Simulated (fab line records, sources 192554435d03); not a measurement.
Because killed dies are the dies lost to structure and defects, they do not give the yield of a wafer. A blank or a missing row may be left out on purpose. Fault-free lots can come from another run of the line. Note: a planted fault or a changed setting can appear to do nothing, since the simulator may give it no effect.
Chamber matching / flow n5-finfet / N5_FIN_CUT_CUT_ETCH_15 on rie-si-02: 4 sister chambers
The step etches Si in HBr/Cl2/O2, target depth 100 nm, bt time 10 s, time 42.4 s. 4 wafers are shown with their chamber, then 12 later ones without.

WAFERS WITH THEIR CHAMBER
wafer=L085.1; chamber=0; throttle-valve-pct (%)=36.9
wafer=L089.2; chamber=1; throttle-valve-pct (%)=37.1
wafer=L089.5; chamber=3; throttle-valve-pct (%)=38.0
wafer=L089.6; chamber=2; throttle-valve-pct (%)=37.1

WAFERS WHOSE CHAMBER IS MISSING
wafer=L090.2; throttle-valve-pct (%)=37.1
wafer=L090.5; throttle-valve-pct (%)=37.1
wafer=L090.6; throttle-valve-pct (%)=37.2
wafer=L091.4; throttle-valve-pct (%)=37.2
wafer=L091.5; throttle-valve-pct (%)=37.2
wafer=L091.6; throttle-valve-pct (%)=37.0
wafer=L092.2; throttle-valve-pct (%)=37.2
wafer=L092.3; throttle-valve-pct (%)=37.1
wafer=L092.5; throttle-valve-pct (%)=38.0
wafer=L096.3; throttle-valve-pct (%)=37.9
wafer=L096.5; throttle-valve-pct (%)=38.0
wafer=L096.6; throttle-valve-pct (%)=36.9

EACH ONE'S CHAMBER
wafer=L090.2; from the rows above=can't be placed: 1 or 2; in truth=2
wafer=L090.5; from the rows above=can't be placed: 1 or 2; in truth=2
wafer=L090.6; from the rows above=can't be placed: 1 or 2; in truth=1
wafer=L091.4; from the rows above=can't be placed: 1 or 2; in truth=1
wafer=L091.5; from the rows above=can't be placed: 1 or 2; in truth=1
wafer=L091.6; from the rows above=can't be placed: 0 or 1 or 2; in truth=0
wafer=L092.2; from the rows above=can't be placed: 1 or 2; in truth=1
wafer=L092.3; from the rows above=can't be placed: 1 or 2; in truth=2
wafer=L092.5; from the rows above=3; in truth=3
wafer=L096.3; from the rows above=3; in truth=3
wafer=L096.5; from the rows above=3; in truth=3
wafer=L096.6; from the rows above=0; in truth=0
Correctly placed: 4 of 12. Can't be placed from these rows: 8 (the true chamber is among the candidates in 8). Number placed wrongly: 0.
How it was worked out, from the rows above alone: a wafer's distance from a chamber is the root of the sum, over the readings, of the square of ((its reading less the chamber's mean) divided by the reading's scatter). The wafer belongs to the nearest chamber; if the next one is less than 2 further off, it can't be placed. The mean given for a chamber averages the wafers shown for that chamber. The scatter: root of mean squared gap, hidden wafer to nearest shown wafer, with one shown wafer a chamber.
